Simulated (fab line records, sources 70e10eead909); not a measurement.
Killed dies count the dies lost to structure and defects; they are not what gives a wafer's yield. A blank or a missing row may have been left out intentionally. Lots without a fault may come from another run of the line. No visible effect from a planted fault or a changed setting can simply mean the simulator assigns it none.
A struck lot beside a sound one + flow nand harc + 13 steps out of a route of 1159
Sound: wafers L354.1, L354.3, L354.5. Struck: wafers L366.3, L366.4, L366.6. Last of all comes the cause.
Each step with rows lists, per side, the tool, then ch with its chambers, then its first start. Under that, the readings that differ: sound wafers + struck wafers + difference of the means + sigmas: that difference in standard deviations of wafers without a fault.
alike: readings with means less than 2 such deviations apart, plus words and numbers identical on both sides. not compared: withheld readings, readings lacking a value on some wafer, bounds such as >300 that could conceal the same value, and numbers that have no deviation in the record and whose values overlap.
A row with sigmas, a row that says differs or no value, or rows on one side alone: a step with any of these is where the two part. When numbers do not overlap yet have no deviation, they are printed without sigmas and do not part them. A reading missing from all wafers of one side parts the sides only when that side holds two or more wafers.

NHARC_P_START_INSPECT_01:
  sound on defect inspect-01 at day 2 12:02; struck on defect inspect-01 at day 5 12:02
  alike: raw defect count
then, 10 steps without rows for these wafers: NHARC_P_ZERO_WELL_PRECLEAN_00 (cleans in SPM, time 600 s); NHARC_P_ZERO_WELL_SRD_01; NHARC_P_ZERO_WELL_PECVD_02 (deposits SiO2, target thk 10 nm); NHARC_P_ZERO_WELL_DEHYDRATE_03 (time 120 s); NHARC_P_ZERO_WELL_HMDS_04 (time 30 s); NHARC_P_ZERO_WELL_COAT_64 (time 65 s); NHARC_P_ZERO_WELL_COAT_05 (resist thk 600 nm); NHARC_P_ZERO_WELL_SOFTBAKE_06 (time 70 s); NHARC_P_ZERO_WELL_EBR_07; NHARC_P_ZERO_WELL_EXPOSE_08 (exposes mask P ZERO, target cd 500 nm).
NHARC_P_ZERO_WELL_PEB_09: peb time 80 s.
  sound on litho track-02 ch 0, day 2 13:10; struck on litho track-05, day 5 13:10
  no value came back on the struck wafers for chill plate temp C (C), exhaust pa (Pa); on the sound wafers chill plate temp C (C) reads 23.07 23.10 23.16
then, 1 step without rows for these wafers: NHARC_P_ZERO_WELL_DEVELOP_10 (time 50 s).

WHERE THEY PART
Only at NHARC_P_ZERO_WELL_PEB_09, as far as this record shows.

WHY: whatever the simulator had introduced
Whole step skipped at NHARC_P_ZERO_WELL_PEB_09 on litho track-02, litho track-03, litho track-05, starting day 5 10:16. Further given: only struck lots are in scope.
